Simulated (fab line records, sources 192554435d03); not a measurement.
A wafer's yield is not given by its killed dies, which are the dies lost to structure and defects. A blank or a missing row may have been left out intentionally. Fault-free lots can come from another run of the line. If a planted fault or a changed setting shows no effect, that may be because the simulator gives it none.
fab line records	flow n5-finfet
record lots=7	wafers=21
route steps=1938 shown SDB@353 DUMMY_REMOVAL@377 HKMG_FIN@422 BEOL_M0_SAQP@636
start-h: start of the lot's first displayed wafer, in hours after the record's first day	wait-h: hours elapsed since this lot's preceding step	" unchanged from the row above	L1.1+2: a single row standing in for several wafers	- value missing, or start not given	* or withheld: withheld	< > ~ a bound
route shown NAME@n: NAME is a module with steps in the file, n the number in the route of the first one	usual: mean/standard deviation of fault-free wafers	same: alike in all rows	chamber/n: place in a boat	sites: per-site readings	_std_site: the standard deviation of these	_edge_site: mean of outer sites minus mean of inner sites	radius-mm: how far each site lies from the wafer's centre	mask NAME#n: copy n	behind: the tool/chamber that last shaped the wafer	hold: why the lot went on hold/how many hours it stayed there/how the hold came to an end	device: which transistor (n, p or np) failed to switch	end of line: tests of these same wafers at the route's end	for a step that has no rows: nothing shown but its recipe	killed: at the first sort, the dies lost to defects and structure; wafer yield is something else	map: per-die view of a wafer (x killed, . not killed, _ where there is no die)
set.NAME: the run value of the setting; set.NAME@STEP: its run value at that earlier step	model.NAME: the simulator's own value behind a step, which no gauge read
one table per step and one row per wafer, for lots whose settings were changed on purpose
## steps
# step N5_SDB_EXPOSE_08
# recipe mask-id=SDB	na=1.35	source-shape=conventional	sigma-outer=0.5	polarization=unpolarized	dose-mj=49.6
lot.wafer	tool	chamber	start-h	wait-h	mask	set.dose-mj
L074.4+5+6	arfi-scanner-03	0	69.09	-	SDB#0	49.6
L077.4+5+6	arfi-scanner-01	0	86.62	-	SDB#0	49.6
L083.2+3+6	arfi-scanner-01	0	124.68	-	SDB#0	49.6
L087.2	arfi-scanner-01	0	147.09	-	SDB#0	48.02
L087.3+4	"	0	"	"	SDB#0	49.6
L095.1+3+5	arfi-scanner-03	0	207.50	-	SDB#0	49.6
L096.3+5	arfi-scanner-02	0	214.80	-	SDB#0	49.6
L096.4	"	0	"	"	SDB#0	46.45
L097.2+3+6	arfi-scanner-01	0	228.28	-	SDB#0	49.6
# step N5_SDB_PEB_09
# recipe peb-temp-c=withheld	peb-time-s=60	resist=CAR-ArF
# step N5_SDB_DEVELOP_10
# recipe develop-time-s=30	developer=TMAH	resist=CAR-ArF	rinse-liquid=diw	dry=air-spin	dev-temp-c=23
# step N5_SDB_CD_MEAS_11
# recipe target-cd-nm=50	landing-energy-ev=500	detector=se-inlens	polarity=opening
# usual cd-nm=50.4/1.1
lot.wafer	tool	chamber	start-h	wait-h	set.dose-mj@SDB_EXPOSE_08	cd-nm
L074.4	cd-sem-02	0	69.20	-	49.6	49.9
L074.5	"	0	"	"	49.6	52.2
L074.6	"	0	"	"	49.6	49.4
L077.4	cd-sem-02	0	86.74	-	49.6	50.3
L077.5	"	0	"	"	49.6	50.8
L077.6	"	0	"	"	49.6	49.8
L083.2	cd-sem-01	0	124.80	-	49.6	50.4
L083.3	"	0	"	"	49.6	50.6
L083.6	"	0	"	"	49.6	51.5
L087.2	cd-sem-03	0	147.21	-	48.02	46.6
L087.3	"	0	"	"	49.6	51.4
L087.4	"	0	"	"	49.6	51.3
L095.1	cd-sem-02	0	207.62	-	49.6	49.3
L095.3	"	0	"	"	49.6	49.7
L095.5	"	0	"	"	49.6	51.7
L096.3	cd-sem-02	0	214.92	-	49.6	50.2
L096.4	"	0	"	"	46.45	42.8
L096.5	"	0	"	"	49.6	51.7
L097.2	cd-sem-01	0	228.40	-	49.6	50.6
L097.3	"	0	"	"	49.6	48.9
L097.6	"	0	"	"	49.6	49.5
# step N5_SDB_DESCUM_16
# recipe chemistry=O2	time-s=7.9	source-power-w=50	bias-power-w=20	pressure-mtorr=20	rf-frequency-hz=2.712e+07	temp-c=40	resist=CAR-ArF	o2-flow-sccm=225
# step N5_SDB_ETCH_17
# recipe chemistry=CF4	target=SiARC	target-depth-a=234	mask-material=CAR-ArF	time-s=39	ion-energy-ev=80	pressure-mtorr=40	source-w=545	bias-w=36	Ar_flow_sccm=100	cf4-flow-sccm=100	ends=cleared
# step N5_SDB_ETCH_18
# recipe chemistry=N2/H2	target=SOC	target-depth-a=1000	overetch-a=200	mask-material=SiARC	temp-c=40	time-s=150	ion-energy-ev=200	pressure-mtorr=30	source-w=840	bias-w=150	n2-flow-sccm=200	h2-flow-sccm=200
lot.wafer	tool	chamber	start-h	wait-h	set.spin-rpm@SDB_COAT_03	model.etch.depth-nm
L074.4	rie-diel-02	0	69.42	0.1	1500	100.1
L074.5+6	"	1,3	"	"	1500	100.2
L077.4	rie-diel-03	1	89.12	0.1	1352	105.7
L077.5	"	2	"	"	1500	100.3
L077.6	"	0	"	"	1352	105.5
L083.2	rie-diel-01	3	125.07	0.0	1500	100.3
L083.3	"	1	"	"	1644	95.64
L083.6	"	1	"	"	1644	95.82
L087.2	rie-diel-03	1	147.36	0.0	1500	99.64
L087.3	"	0	"	"	1500	99.37
L087.4	"	3	"	"	1500	99.84
L095.1	rie-diel-03	1	207.79	0.0	1500	99.97
L095.3+5	"	2	"	"	1500	100.2
L096.3+4	rie-diel-01	1,2	215.35	0.0	1500	100.1
L096.5	"	0	"	"	1500	100.3
L097.2	rie-diel-03	0	228.65	0.0	1500	100.2
L097.3	"	3	"	"	1500	100.7
L097.6	"	3	"	"	1500	100.1
# step N5_SDB_STRIP_19
# recipe chemistry=N2/H2	temp-c=40	n2-flow-sccm=200	h2-flow-sccm=200	rf-frequency-hz=6e+07
# step N5_SDB_STRIP_21
# recipe chemistry=CF4	resist=SiARC	power-w=300	bias-power-w=75	pressure-mtorr=50	cf4-flow-sccm=150	rf-frequency-hz=6e+07
# step N5_SDB_HM_OPEN_20
# recipe chemistry=CH3F/O2	target=SiNx	mask-material=SOC	target-depth-a=240	stop-on=poly-Si	over-etch-frac=0.4	ion-energy-ev=120	pressure-mtorr=30	source-w=395	bias-w=73	Ar_flow_sccm=150	CH3F_flow_sccm=30	O2_flow_sccm=20
lot.wafer	tool	chamber	start-h	wait-h	set.spin-rpm@SDB_COAT_03	model.SOC_of_SDB_COAT_03.thk-nm
L074.4	rie-diel-02	0	69.55	0.0	1500	84
L074.5	"	1	"	"	1500	84.2
L074.6	"	3	"	"	1500	84.6
L077.4	rie-diel-03	1	89.24	0.0	1352	89.6
L077.5	"	2	"	"	1500	84.2
L077.6	"	0	"	"	1352	89
L083.2	rie-diel-01	3	125.22	0.0	1500	84.2
L083.3	"	1	"	"	1644	78.8
L083.6	"	1	"	"	1644	79.2
L087.2	rie-diel-03	1	147.52	0.0	1500	83.4
L087.3	"	0	"	"	1500	83
L087.4	"	3	"	"	1500	83.6
L095.1	rie-diel-03	1	207.94	0.0	1500	83.8
L095.3+5	"	2	"	"	1500	84.2
L096.3+4+5	rie-diel-01	1,2,0	215.51	0.0	1500	83.8
L097.2	rie-diel-03	0	228.81	0.0	1500	83.6
L097.3	"	3	"	"	1500	84.4
L097.6	"	3	"	"	1500	83.8
# step N5_SDB_STRIP_22
# recipe chemistry=N2/H2	power-w=1000	temp-c=250	h2-frac=0.65	overash-fraction=0.3	pressure-mtorr=withheld	n2-flow-sccm=1750	h2-flow-sccm=3250
# usual strip-time-to-endpoint-s=96.2/0.33
lot.wafer	tool	chamber	start-h	wait-h	set.spin-rpm@SDB_COAT_03	strip-time-to-endpoint-s
L074.4	plasma-asher-01	1	69.64	0.1	1500	96.2
L074.5	"	0	"	"	1500	96.4
L074.6	"	1	"	"	1500	96.7
L077.4	plasma-asher-01	1	89.34	0.1	1352	101.4
L077.5	"	0	"	"	1500	96.5
L077.6	"	1	"	"	1352	100.9
L083.2	plasma-asher-02	0	125.30	0.1	1500	96.4
L083.3	"	0	"	"	1644	91.4
L083.6	"	1	"	"	1644	91.7
L087.2	plasma-asher-02	0	147.60	0.1	1500	95.7
L087.3	"	1	"	"	1500	95.2
L087.4	"	0	"	"	1500	95.8
L095.1	plasma-asher-01	0	208.03	0.1	1500	96.0
L095.3	"	1	"	"	1500	96.5
L095.5	"	0	"	"	1500	96.5
L096.3	plasma-asher-02	1	215.63	0.1	1500	96.1
L096.4	"	0	"	"	1500	96.0
L096.5	"	1	"	"	1500	96.0
L097.2	plasma-asher-01	1	228.89	0.1	1500	95.9
L097.3	"	0	"	"	1500	96.6
L097.6	"	0	"	"	1500	96.0
# step N5_SDB_ALD_29
# recipe material=SiNx	target-thk-a=300	temp-c=400	ald-precursor-family=SiH2I2	ald-co-reactant=N2/H2-plasma	pulse-time-s=1	ald-cycles=600	purge-time-s=2	co-reactant-purge-time-s=2	pressure-torr=2
lot.wafer	tool	chamber	start-h	wait-h	set.ald-cycles	model.SiNx_of_SDB_ALD_29.thk-nm
L074.4+6	ald-sin-03	0,2	70.31	0.0	600	30.2
L074.5	"	3	71.67	1.4	600	30
L077.4	ald-sin-01	0	91.06	0.2	627	31.4
L077.5+6	"	1,2	92.41	1.6	600	29.8
L083.2	ald-sin-04	2	125.79	0.0	671	33.6
L083.3	"	1	"	"	600	30.2
L083.6	"	0	127.15	1.4	600	29.8
L087.2	ald-sin-04	1	148.71	0.0	540	27
L087.3	"	0	"	"	540	26.6
L087.4	"	2	"	"	540	26.8
L095.1+3	ald-sin-01	2,1	208.99	0.5	600	30.2
L095.5	"	2	210.35	1.8	600	30
L096.3	ald-sin-04	1	216.07	0.0	600	30
L096.4+5	"	3,1	"	"	573	28.6
L097.2	ald-sin-03	0	229.37	0.0	559	28
L097.3	"	1	"	"	600	30
L097.6	"	0	230.73	1.4	600	30.2
# step N5_SDB_CMP_30
# recipe stop-on=poly-Si	t-overpolish-s=1.54	post-cmp-clean=alkaline-brush	down-force-psi=4.1491	platen-rpm=51.796	pad-velocity-m-s=1.0306	target-thk-nm=30
# step N5_DUMMY_REMOVAL_HM_STRIP_01
# recipe chemistry=CH3F/O2	material=SiNx	target-depth-a=40	stop-on=poly-Si	time-s=6.8	over-etch-frac=0.3	ion-energy-ev=60	power-w=410	bias-w=29	Ar_flow_sccm=150	CH3F_flow_sccm=30	O2_flow_sccm=20
# step N5_DUMMY_REMOVAL_STRIP_10
# recipe chemistry=N2/H2	time-s=40	power-w=100	temp-c=40	pressure-mtorr=100	rf-frequency-hz=6e+07	bias-power-w=3	n2-flow-sccm=300	h2-flow-sccm=300
# step N5_DUMMY_REMOVAL_PRECLEAN_07
# recipe chemistry=dHF	time-s=30	temp-c=25	dilution=withheld
lot.wafer	tool	chamber	start-h	wait-h	set.ald-cycles@SDB_ALD_29	model.SiNx_of_SDB_ALD_29.thk-nm
L074.4+6	wet-bench-04	1,4	73.60	0.1	600	29.4
L074.5	"	0	"	"	600	29.2
L077.4	wet-bench-02	4	94.28	0.1	627	29.4
L077.5	"	5	"	"	600	29
L077.6	"	3	"	"	600	29.2
L083.2	wet-bench-06	5	129.03	0.1	671	30.4
L083.3	"	1	"	"	600	29.4
L083.6	"	0	"	"	600	29
L087.2	wet-bench-02	5	151.92	0.1	540	26.2
L087.3+4	"	6,4	"	"	540	26
L095.1+3	wet-bench-04	3,5	212.28	0.1	600	29.4
L095.5	"	1	"	"	600	29.2
L096.3	wet-bench-04	5	219.29	0.1	600	29.2
L096.4	"	1	"	"	573	27.8
L096.5	"	0	"	"	573	28
L097.2	wet-bench-06	6	232.59	0.1	559	27.4
L097.3	"	7	"	"	600	29.2
L097.6	"	1	"	"	600	29.4
# step N5_HKMG_FIN_COAT_29
# recipe resist=SOC	temp-c=250	time-s=60	spin-rpm=1500	resist-thk-nm=300
lot.wafer	tool	chamber	start-h	wait-h	set.spin-rpm	model.SOC_of_HKMG_FIN_COAT_29.thk-nm
L074.4	litho-track-05	0	78.45	0.0	1500	299.6
L074.5	"	0	"	"	1500	299
L074.6	"	0	"	"	1500	299.4
L077.4+5	litho-track-05	0	99.02	0.2	1440	306
L077.6	"	0	"	"	1500	299.6
L083.2	litho-track-05	0	133.63	0.2	1500	301
L083.3	"	0	"	"	1624	289.4
L083.6	"	0	"	"	1624	289.2
L087.2	litho-track-04	0	156.35	0.2	1418	310
L087.3	"	0	"	"	1500	302.6
L087.4	"	0	"	"	1500	301
L095.1	litho-track-05	0	216.88	0.2	1667	284.2
L095.3	"	0	"	"	1500	299.2
L095.5	"	0	"	"	1500	300.6
L096.3	litho-track-05	0	223.78	0.2	1444	306
L096.4	"	0	"	"	1500	299.4
L096.5	"	0	"	"	1500	299.6
L097.2	litho-track-01	0	237.24	0.2	1557	294
L097.3	"	0	"	"	1500	301
L097.6	"	0	"	"	1557	294.6
# step N5_BEOL_M0_SAQP_PECVD_96
# recipe material=a-Si	target-thk-a=450	temp-c=350	precursor=SiH4/He	pressure-torr=3	rf-w=100	time-s=45.2
lot.wafer	tool	chamber	start-h	wait-h	set.time-s	model.a-Si_of_BEOL_M0_SAQP_PECVD_96.thk-nm
L074.4+5	pecvd-04	2	112.38	0.0	45.2	45
L074.6	"	1	"	"	45.2	45.8
L077.4	pecvd-04	2	131.44	0.0	45.2	45.2
L077.5	"	0	"	"	39.19	39
L077.6	"	1	"	"	45.2	45.4
L083.2	pecvd-03	1	170.38	0.0	45.2	44.6
L083.3	"	1	"	"	45.2	46
L083.6	"	1	"	"	45.2	45.6
L087.2	pecvd-03	1	186.02	0.0	50.33	50.6
L087.3	"	0	"	"	45.2	45.2
L087.4	"	1	"	"	50.33	51.4
L095.1+5	pecvd-03	0,2	252.45	0.0	45.2	44.2
L095.3	"	1	"	"	45.2	44.6
L096.3	pecvd-02	0	257.38	0.0	45.2	45.4
L096.4	"	1	"	"	50.38	52
L096.5	"	2	"	"	50.38	50.8
L097.2	pecvd-02	2	268.96	0.0	45.2	44
L097.3	"	1	"	"	45.2	44.8
L097.6	"	2	"	"	45.2	45.2
# step N5_BEOL_M0_SAQP_EXPOSE_37
# recipe mask-id=M0_CUT1	na=0.33	source-shape=annular	sigma-inner=0.35	sigma-outer=0.8	polarization=unpolarized	target-cd-nm=30	dose-mj=44.75
lot.wafer	tool	chamber	start-h	wait-h	mask	set.dose-mj
L074.4+5+6	euv-scanner-01	0	118.44	-	M0_CUT1#0	44.75
L077.4+6	euv-scanner-02	0	135.80	-	M0_CUT1#0	44.75
L077.5	"	0	"	"	M0_CUT1#0	47.42
L083.2+3	euv-scanner-02	0	186.87	-	M0_CUT1#0	44.75
L083.6	"	0	"	"	M0_CUT1#0	43.64
L087.2+4	euv-scanner-01	0	193.66	-	M0_CUT1#0	44.75
L087.3	"	0	"	"	M0_CUT1#0	45.82
L095.1+3+5	euv-scanner-01	0	257.14	-	M0_CUT1#0	44.75
L096.3	euv-scanner-02	0	262.40	-	M0_CUT1#0	44.75
L096.4+5	"	0	"	"	M0_CUT1#0	41.66
L097.2+6	euv-scanner-02	0	276.24	-	M0_CUT1#0	42.93
L097.3	"	0	"	"	M0_CUT1#0	44.75
# step N5_BEOL_M0_SAQP_PEB_38
# recipe peb-temp-c=100	peb-time-s=60	resist=CAR-EUV
# step N5_BEOL_M0_SAQP_DEVELOP_39
# recipe develop-time-s=30	developer=TMAH	resist=CAR-EUV	rinse-liquid=surfactant-rinse	dry=air-spin	dev-temp-c=23
# step N5_BEOL_M0_SAQP_CD_MEAS_40
# recipe target-cd-nm=30	landing-energy-ev=500	detector=se-inlens
# usual cd-nm=30.01/0.27
lot.wafer	tool	chamber	start-h	wait-h	set.dose-mj@BEOL_M0_SAQP_EXPOSE_37	cd-nm
L074.4	cd-sem-01	0	118.55	-	44.75	30.60
L074.5	"	0	"	"	44.75	29.79
L074.6	"	0	"	"	44.75	30.22
L077.4	cd-sem-02	0	135.92	-	44.75	29.96
L077.5	"	0	"	"	47.42	31.21
L077.6	"	0	"	"	44.75	29.71
L083.2	cd-sem-03	0	186.99	-	44.75	30.18
L083.3	"	0	"	"	44.75	30.08
L083.6	"	0	"	"	43.64	29.62
L087.2	cd-sem-02	0	193.78	-	44.75	29.29
L087.3	"	0	"	"	45.82	30.97
L087.4	"	0	"	"	44.75	29.63
L095.1	cd-sem-01	0	257.28	-	44.75	29.89
L095.3	"	0	"	"	44.75	29.97
L095.5	"	0	"	"	44.75	29.81
L096.3	cd-sem-01	0	262.52	-	44.75	30.17
L096.4	"	0	"	"	41.66	28.89
L096.5	"	0	"	"	41.66	28.55
L097.2	cd-sem-02	0	276.37	-	42.93	28.69
L097.3	"	0	"	"	44.75	30.16
L097.6	"	0	"	"	42.93	28.56
# step N5_BEOL_M0_SAQP_DESCUM_45
# recipe chemistry=O2	time-s=7	source-power-w=50	bias-power-w=20	pressure-mtorr=20	rf-frequency-hz=2.712e+07	temp-c=40	resist=CAR-EUV	o2-flow-sccm=225
lot.wafer	tool	chamber	start-h	wait-h	set.dose-mj@BEOL_M0_SAQP_EXPOSE_37	model.BEOL_M0_SAQP.cd-nm
L074.4	rie-diel-05	1	118.67	0.0	44.75	30.4
L074.5+6	"	3,0	"	"	44.75	30.2
L077.4	rie-diel-05	2	136.03	0.0	44.75	30.2
L077.5	"	1	"	"	47.42	31.2
L077.6	"	0	"	"	44.75	30
L083.2	rie-diel-04	1	187.48	0.4	44.75	30.4
L083.3	"	2	"	"	44.75	30.2
L083.6	"	0	"	"	43.64	29.6
L087.2	rie-diel-05	1	194.00	0.1	44.75	29.6
L087.3	"	2	"	"	45.82	30.4
L087.4	"	3	"	"	44.75	30
L095.1	rie-diel-04	3	257.40	0.0	44.75	29.8
L095.3	"	0	"	"	44.75	30.2
L095.5	"	3	"	"	44.75	30
L096.3	rie-diel-05	2	262.71	0.1	44.75	30
L096.4+5	"	3,0	"	"	41.66	28.8
L097.2+6	rie-diel-06	3,2	276.50	0.0	42.93	29
L097.3	"	1	"	"	44.75	30.2
# step N5_BEOL_M0_SAQP_ETCH_88
# recipe chemistry=N2/H2	target=underlayer	target-depth-a=65	time-s=5.2	ion-energy-ev=200	mask-material=CAR-EUV	pressure-mtorr=30	source-w=840	bias-w=150	n2-flow-sccm=200	h2-flow-sccm=200	ends=cleared
# step N5_BEOL_M0_SAQP_ETCH_73
# recipe chemistry=CF4	target=SiARC	target-depth-a=195	mask-material=CAR-EUV	time-s=32.5	ion-energy-ev=80	pressure-mtorr=40	source-w=545	bias-w=36	Ar_flow_sccm=100	cf4-flow-sccm=100	ends=cleared
lot.wafer	tool	chamber	start-h	wait-h	set.dose-mj@BEOL_M0_SAQP_EXPOSE_37	model.BEOL_M0_SAQP.cd-nm
L074.4+6	rie-diel-05	1,0	118.72	0.0	44.75	30.4
L074.5	"	3	"	"	44.75	30.2
L077.4+6	rie-diel-05	2,0	136.08	0.0	44.75	30.2
L077.5	"	1	"	"	47.42	31.4
L083.2	rie-diel-04	1	187.54	0.0	44.75	30.2
L083.3	"	2	"	"	44.75	30
L083.6	"	0	"	"	43.64	29.6
L087.2	rie-diel-05	1	194.06	0.0	44.75	29.8
L087.3	"	2	"	"	45.82	30.6
L087.4	"	3	"	"	44.75	30
L095.1	rie-diel-04	3	257.45	0.0	44.75	30
L095.3+5	"	0,3	"	"	44.75	30.2
L096.3	rie-diel-05	2	262.76	0.0	44.75	30
L096.4	"	3	"	"	41.66	28.8
L096.5	"	0	"	"	41.66	29
L097.2	rie-diel-06	3	276.55	0.0	42.93	29
L097.3	"	1	"	"	44.75	30.2
L097.6	"	2	"	"	42.93	28.8
# step N5_BEOL_M0_SAQP_CUT_ETCH_46
# recipe chemistry=N2/H2	target=SOC	target-depth-a=1350	overetch-a=270	temp-c=40	time-s=202.5	ion-energy-ev=200	mask-material=SiARC	pressure-mtorr=30	source-w=840	bias-w=150	n2-flow-sccm=200	h2-flow-sccm=200
lot.wafer	tool	chamber	start-h	wait-h	set.dose-mj@BEOL_M0_SAQP_EXPOSE_37	model.BEOL_M0_SAQP.cd-nm
L074.4+6	rie-diel-05	1,0	118.75	0.0	44.75	30.2
L074.5	"	3	"	"	44.75	30.4
L077.4	rie-diel-05	2	136.12	0.0	44.75	30.4
L077.5	"	1	"	"	47.42	31.2
L077.6	"	0	"	"	44.75	29.8
L083.2	rie-diel-04	1	187.57	0.0	44.75	30
L083.3	"	2	"	"	44.75	30.2
L083.6	"	0	"	"	43.64	29.6
L087.2	rie-diel-05	1	194.09	0.0	44.75	29.4
L087.3	"	2	"	"	45.82	30.4
L087.4	"	3	"	"	44.75	29.6
L095.1+5	rie-diel-04	3	257.48	0.0	44.75	30.4
L095.3	"	0	"	"	44.75	30.2
L096.3	rie-diel-05	2	262.79	0.0	44.75	30
L096.4	"	3	"	"	41.66	28.8
L096.5	"	0	"	"	41.66	28.4
L097.2	rie-diel-06	3	276.58	0.0	42.93	28.8
L097.3	"	1	"	"	44.75	30.2
L097.6	"	2	"	"	42.93	28.6
# step N5_BEOL_M0_SAQP_STRIP_74
# recipe chemistry=N2/H2	temp-c=40	n2-flow-sccm=200	h2-flow-sccm=200	rf-frequency-hz=6e+07
# step N5_BEOL_M0_SAQP_STRIP_89
# recipe chemistry=N2/H2	temp-c=40	n2-flow-sccm=200	h2-flow-sccm=200	rf-frequency-hz=6e+07
# step N5_BEOL_M0_SAQP_ALD_48
# recipe material=SiO2	target-thk-a=200	temp-c=100	ald-precursor-family=BDEAS	ald-co-reactant=O2-plasma	pulse-time-s=1	co-reactant-pulse-time-s=1	purge-time-s=2	co-reactant-purge-time-s=2	ald-cycles=139	pressure-torr=2
# step N5_BEOL_M0_SAQP_ETCH_49
# recipe chemistry=CF4/O2	target-depth-a=370	target=SiO2	pressure-mtorr=40	source-w=535	bias-w=49	Ar_flow_sccm=100	cf4-flow-sccm=100	O2_flow_sccm=10	ion-energy-ev=100
lot.wafer	tool	chamber	start-h	wait-h	set.dose-mj@BEOL_M0_SAQP_EXPOSE_37	model.BEOL_M0_SAQP.cd-nm
L074.4	rie-diel-04	0	119.61	0.3	44.75	30.2
L074.5+6	"	1,2	"	"	44.75	30.4
L077.4	rie-diel-06	2	136.84	0.3	44.75	30.4
L077.5	"	1	"	"	47.42	31.2
L077.6	"	0	"	"	44.75	29.8
L083.2	rie-diel-04	1	189.75	0.3	44.75	30
L083.3	"	0	"	"	44.75	30.2
L083.6	"	3	"	"	43.64	29.6
L087.2	rie-diel-06	1	194.83	0.3	44.75	29.4
L087.3	"	0	"	"	45.82	30.4
L087.4	"	2	"	"	44.75	29.6
L095.1	rie-diel-05	0	258.31	0.4	44.75	30.6
L095.3	"	1	"	"	44.75	30.2
L095.5	"	3	"	"	44.75	30.4
L096.3	rie-diel-04	0	263.52	0.3	44.75	30
L096.4	"	3	"	"	41.66	28.8
L096.5	"	1	"	"	41.66	28.4
L097.2	rie-diel-05	1	277.66	0.3	42.93	28.8
L097.3	"	2	"	"	44.75	30
L097.6	"	2	"	"	42.93	28.6
## key
split step=N5_SDB_EXPOSE_08	setting=dose-mj	stated=49.6	by=wafer
response step=N5_SDB_CD_MEAS_11	reading=cd-nm	change=+1.33	per=1%	r=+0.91
split step=N5_SDB_ALD_29	setting=ald-cycles	stated=600	by=wafer
response step=N5_SDB_ALD_29	reading=model.SiNx_of_SDB_ALD_29.thk-nm	change=+0.31	per=1%	r=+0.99
response step=N5_DUMMY_REMOVAL_PRECLEAN_07	reading=model.SiNx_of_SDB_ALD_29.thk-nm	change=+0.151	per=1%	r=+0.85
split step=N5_HKMG_FIN_COAT_29	setting=spin-rpm	stated=1500	by=wafer
response step=N5_HKMG_FIN_COAT_29	reading=model.SOC_of_HKMG_FIN_COAT_29.thk-nm	change=-1.47	per=1%	r=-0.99
split step=N5_BEOL_M0_SAQP_PECVD_96	setting=time-s	stated=45.2	by=wafer
response step=N5_BEOL_M0_SAQP_PECVD_96	reading=model.a-Si_of_BEOL_M0_SAQP_PECVD_96.thk-nm	change=+0.5	per=1%	r=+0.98
split step=N5_BEOL_M0_SAQP_EXPOSE_37	setting=dose-mj	stated=44.75	by=wafer
response step=N5_BEOL_M0_SAQP_CD_MEAS_40	reading=cd-nm	change=+0.262	per=1%	r=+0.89
response step=N5_BEOL_M0_SAQP_DESCUM_45	reading=model.BEOL_M0_SAQP.cd-nm	change=+0.205	per=1%	r=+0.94
response step=N5_BEOL_M0_SAQP_ETCH_73	reading=model.BEOL_M0_SAQP.cd-nm	change=+0.206	per=1%	r=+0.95
response step=N5_BEOL_M0_SAQP_CUT_ETCH_46	reading=model.BEOL_M0_SAQP.cd-nm	change=+0.23	per=1%	r=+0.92
response step=N5_BEOL_M0_SAQP_ETCH_49	reading=model.BEOL_M0_SAQP.cd-nm	change=+0.223	per=1%	r=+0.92
split outside-this-file step=N5_SDB_COAT_03 setting=spin-rpm
# split outside-this-file: this setting was split too, and the file shows its column; the key of that split is in another file
